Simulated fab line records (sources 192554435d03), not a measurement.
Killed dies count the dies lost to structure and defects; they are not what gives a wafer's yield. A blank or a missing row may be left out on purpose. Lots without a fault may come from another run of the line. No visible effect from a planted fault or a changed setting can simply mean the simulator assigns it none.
Split-lot study	flow n5-finfet	7 lots, 21 wafers read, on a route of 1938 steps

## THE SPLIT ITSELF
At N5_BEOL_M0_SAQP_PECVD_96 (deposits a-Si from SiH4/He, target thk 45 nm, time 45.2 s), the setting time-s was moved away from the recipe's 45.2 s on 6 of the 21 wafers read, by -10.5% to +11.6%. All remaining wafers had this setting at the recipe value.

## FROM THE SPLIT TO THE READING: what the file shows between them, 9 steps
- N5_BEOL_M0_SAQP_PECVD_97: deposits SiNx from SiH4/NH3/N2, target thk 23 nm, time 19.9 s
- N5_BEOL_M0_SAQP_PECVD_04: deposits a-Si from SiH4/He, target thk 60 nm, time 60.2 s
- N5_BEOL_M0_SAQP_ETCH_101: etches SiNx in CH3F/O2, target depth 29.9 nm, time 42.7 s
- N5_BEOL_M0_SAQP_ETCH_102: etches SiO2 in CF4, target depth 4 nm, time 4.4 s
- N5_BEOL_M0_SAQP_MANDREL_ETCH_103: etches a-Si in HBr/Cl2, stops on SiCN, target depth 45 nm, bt time 10 s, time 27 s
- N5_BEOL_M0_SAQP_RECESS_104: chemistry HF/NH3, target SiO2, target depth 18 nm, afs cycles 3, sublimation time 60 s
- N5_BEOL_M0_SAQP_COAT_105: time 60 s, resist thk 100 nm
- N5_BEOL_M0_SAQP_STRIP_108: strips in N2/H2
- N5_BEOL_M0_SAQP_RECESS_109: chemistry HF/NH3, target SiO2, target depth 3 nm, afs cycles 1, sublimation time 60 s

## THE READING
a-Si_of_BEOL_M0_SAQP_PECVD_96.thk-nm (the simulator's own value, which no gauge read), in nm, at N5_BEOL_M0_SAQP_SPACER2_ALD_26 (deposits SiO2, target thk 15 nm, pulse time 1 s, purge time 2 s). The file gives no usual value for it. Here, 15 wafers ran the recipe; their average is 44.1 nm with a standard deviation of 0.74 nm.

wafer	tool, chamber at the split	time-s as run, s	against the recipe	a-Si_of_BEOL_M0_SAQP_PECVD_96.thk-nm, nm	against lot-mates on the recipe
L076.1	pecvd-03, 2	45.2	recipe	43.2	-
L076.3	pecvd-03, 1	45.2	recipe	42.4	-
L076.6	pecvd-03, 0	45.2	recipe	44.8	-
L082.2	pecvd-04, 1	45.2	recipe	44.4	-
L082.4	pecvd-04, 0,1	45.2	recipe	44.8	-
L082.5	pecvd-04, 0,1	45.2	recipe	45	-
L088.1	pecvd-04, 0	45.2	recipe	43.6	-
L088.3	pecvd-04, 2	45.2	recipe	43	-
L088.4	pecvd-04, 0	45.2	recipe	44.8	-
L090.1	pecvd-02, 0	50.46	+11.6%	48.8	+4.3
L090.2	pecvd-02, 1	45.2	recipe	44.6	-
L090.3	pecvd-02, 2	45.2	recipe	44.4	-
L091.3	pecvd-04, 0	49.48	+9.5%	48.4	+3.8
L091.4	pecvd-04, 2	45.2	recipe	44.6	-
L091.6	pecvd-04, 1	49.48	+9.5%	49.2	+4.6
L092.1	pecvd-04, 1	45.2	recipe	44.4	-
L092.3	pecvd-04, 2	40.44	-10.5%	39.2	-5.2
L092.4	pecvd-04, 0	40.44	-10.5%	40	-4.4
L096.2	pecvd-04, 1	45.2	recipe	44	-
L096.3	pecvd-04, 2	45.2	recipe	43.8	-
L096.5	pecvd-04, 2	49.92	+10.4%	49.4	+5.5
When a row names more than one chamber, that row covers several wafers, and the file does not tell which wafer ran in which chamber.

THE FIT
A straight line over all 21 wafers: a-Si_of_BEOL_M0_SAQP_PECVD_96.thk-nm changes by +0.453 nm for each +1% of time-s; r = +0.96; the points scatter about the line by 0.72 nm.
The same after taking each lot's own level away (the mean of its wafers on the recipe; 21 wafers): +0.447 nm for each +1%; r = +0.97; scatter 0.61 nm.
Per that fit: largest time-s move, reading shift of 5.2 nm.
Measured against the standard deviation above, the lots' own levels, which go from 43.47 to 44.73 nm, span 1.7 times it.
So the lot-to-lot level changes the slope little: the two slopes agree.
Check: +5.45 nm against its lot-mates is what the line predicts for one of the wafers moved furthest among these (+11.6%) when that wafer is left out of the fit. Against them it came out at +4.3 nm.

## THE OTHER SPLITS THESE WAFERS WENT THROUGH
Other splits were also applied to these wafers ahead of the reading. Each is held against what the fit with the lots' levels taken away leaves over:
other split on the same wafers	wafers away from the commonest value	r with a-Si_of_BEOL_M0_SAQP_PECVD_96.thk-nm (lot level and that fit taken away)
N5_SDB_EXPOSE_08 dose-mj	10	+0.03
N5_HKMG_FIN_ETCH_54 source-w	7	+0.26
N5_MOL_CONTACT_COAG_PECVD_31 temp-c	8	+0.21
N5_MOL_CONTACT_COAG_COAT_76 spin-rpm	4	-0.22
N5_MOL_CONTACT_COAG_CVD_140 target-thk-a	7	+0.07

## THE WHOLE CHAIN: every reading that the file lists as answering this split, in the file's order
step	what it does	reading	change (the file's fit)	r (the file's)
N5_BEOL_M0_SAQP_PECVD_96	deposits a-Si from SiH4/He, target thk 45 nm, time 45.2 s	a-Si_of_BEOL_M0_SAQP_PECVD_96.thk-nm (the simulator's own value, which no gauge read)	+0.447 nm for each +1% of the setting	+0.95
N5_BEOL_M0_SAQP_MANDREL_ETCH_103	etches a-Si in HBr/Cl2, stops on SiCN, target depth 45 nm, bt time 10 s, time 27 s	etch.depth-nm (the simulator's own value, which no gauge read)	+0.45 nm for each +1% of the setting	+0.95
N5_BEOL_M0_SAQP_SPACER2_ALD_26	deposits SiO2, target thk 15 nm, pulse time 1 s, purge time 2 s	a-Si_of_BEOL_M0_SAQP_PECVD_96.thk-nm (the simulator's own value, which no gauge read)	+0.444 nm for each +1% of the setting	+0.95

## FILE'S OWN FIT
a-Si_of_BEOL_M0_SAQP_PECVD_96.thk-nm changes by +0.444 nm for each +1% of time-s, r = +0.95.
